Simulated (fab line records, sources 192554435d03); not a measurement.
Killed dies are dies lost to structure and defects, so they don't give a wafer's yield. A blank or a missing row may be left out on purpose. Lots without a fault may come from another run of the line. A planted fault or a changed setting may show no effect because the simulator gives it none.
Split-lot experiment | flow n5_finfet | 7 lots, 21 wafers read, on a route of 1938 steps

THE SPLIT
At N5_BEOL_M2_TRENCH_ETCH_37 (etches SiOC in C4F6/O2, target depth 55.555 nm, time 29.2 s), the setting bias_w was moved away from the recipe's 185 W on 5 of the 21 wafers read, by -5.0% to +13.9%. The other wafers ran this setting at the recipe's value.

The reading is taken at the split's own step.

THE READING
rf_vpp_V, in V, at N5_BEOL_M2_TRENCH_ETCH_37 (etches SiOC in C4F6/O2, target depth 55.555 nm, time 29.2 s). Fault-free wafers of this fab line usually give 667 V, standard deviation 4.3 V.

wafer  | tool, chamber at the split | bias_w as run, W | against the recipe | rf_vpp_V, V | against lot-mates on the recipe
L081.1 | rie_diel-03, 2             | 185              | recipe             | 673         | -
L081.3 | rie_diel-03, 1             | 204.2            | +10.4%             | 719         | +46
L081.6 | rie_diel-03, 3             | 204.2            | +10.4%             | 714         | +41
L084.3 | rie_diel-03, 3             | 185              | recipe             | 659         | -
L084.4 | rie_diel-03, 1             | 185              | recipe             | 663         | -
L084.6 | rie_diel-03, 3             | 185              | recipe             | 661         | -
L085.1 | rie_diel-01, 3             | 185              | recipe             | 666         | -
L085.3 | rie_diel-01, 2             | 185              | recipe             | 674         | -
L085.5 | rie_diel-01, 0             | 175.7            | -5.0%              | 642         | -28
L082.1 | rie_diel-03, 1             | 185              | recipe             | 665         | -
L082.4 | rie_diel-03, 3             | 185              | recipe             | 661         | -
L082.5 | rie_diel-03, 3             | 185              | recipe             | 662         | -
L088.4 | rie_diel-06, 0             | 185              | recipe             | 662         | -
L088.5 | rie_diel-06, 2             | 185              | recipe             | 671         | -
L088.6 | rie_diel-06, 3             | 185              | recipe             | 672         | -
L096.1 | rie_diel-01, 0             | 185              | recipe             | 668         | -
L096.2 | rie_diel-01, 3             | 185              | recipe             | 664         | -
L096.4 | rie_diel-01, 1             | 185              | recipe             | 663         | -
L097.1 | rie_diel-03, 0             | 185              | recipe             | 669         | -
L097.4 | rie_diel-03, 2             | 210.7            | +13.9%             | 745         | +76
L097.5 | rie_diel-03, 0             | 210.7            | +13.9%             | 744         | +75

THE FIT
A straight line over all 21 wafers: rf_vpp_V changes by +5.35 V for each +1% of bias_w; r = +0.99; the points scatter about the line by 4.9 V.
The same after taking each lot's own level away (the mean of its wafers on the recipe; 21 wafers): +5.04 V for each +1%; r = +0.99; scatter 4.3 V.
On that fit, the largest move of bias_w shifts the reading by 70 V.
The lots' own levels span 661.0 to 673.0 V, that is 2.8 times the standard deviation above.
So the lot-to-lot level changes the slope little: the two slopes agree.
Check: with one of the wafers moved furthest among these (+13.9%) left out of the fit, the line predicts +66.8 V for it against its lot-mates. It came out at +76 V against them.
Tool readings at the split's step, against how far the setting was moved: rf_vpp_V r = +0.99.

THE FILE'S OWN FIT
rf_vpp_V changes by +5.02 V for each +1% of bias_w, r = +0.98.
